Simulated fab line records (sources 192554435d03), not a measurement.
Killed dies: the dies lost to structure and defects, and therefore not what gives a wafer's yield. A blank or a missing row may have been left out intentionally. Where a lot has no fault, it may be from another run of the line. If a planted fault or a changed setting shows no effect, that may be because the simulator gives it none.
Matching of chambers | flow n5_finfet | N5_PASSIVATION_STRIP_14 on rie_diel-06 has 4 sister chambers
The step strips in O2. 4 wafers are shown with their chamber, then 8 later ones without.

== EACH WAFER AND ITS CHAMBER ==
wafer  | chamber | drypump_motor_current_A (A)
L443.5 | 2       | 5.6
L448.1 | 1       | 6.6
L448.2 | 3       | 5.9
L454.1 | 0       | 5.8

== WAFERS WITHOUT THEIR CHAMBER ==
wafer  | drypump_motor_current_A (A)
L454.2 | 5.9
L454.3 | 5.7
L457.1 | 5.8
L457.4 | 5.7
L457.5 | 5.8
L459.2 | 5.6
L459.3 | 6.6
L459.6 | 6.6

== WHICH CHAMBER EACH ONE RAN IN ==
wafer  | from the rows above     | in truth
L454.2 | 3                       | 3
L454.3 | can't be placed: 0 or 2 | 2
L457.1 | 0                       | 0
L457.4 | can't be placed: 0 or 2 | 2
L457.5 | 0                       | 0
L459.2 | 2                       | 2
L459.3 | 1                       | 1
L459.6 | 1                       | 1
6 of 8 placed correctly. Can't be placed from these rows: 2 (the true chamber is among the candidates in 2). Number placed wrongly: 0.
How it was worked out, from the rows above alone: a wafer's distance from a chamber is the root of the sum, over the readings, of the square of ((its reading less the chamber's mean) divided by the reading's scatter). The wafer belongs to the nearest chamber; if the next one is less than 2 further off, it can't be placed. Each chamber's mean is taken over the wafers shown for it. The scatter (one wafer shown for each chamber): square how far every hidden wafer sits from the nearest shown wafer, average those squares and take the square root.
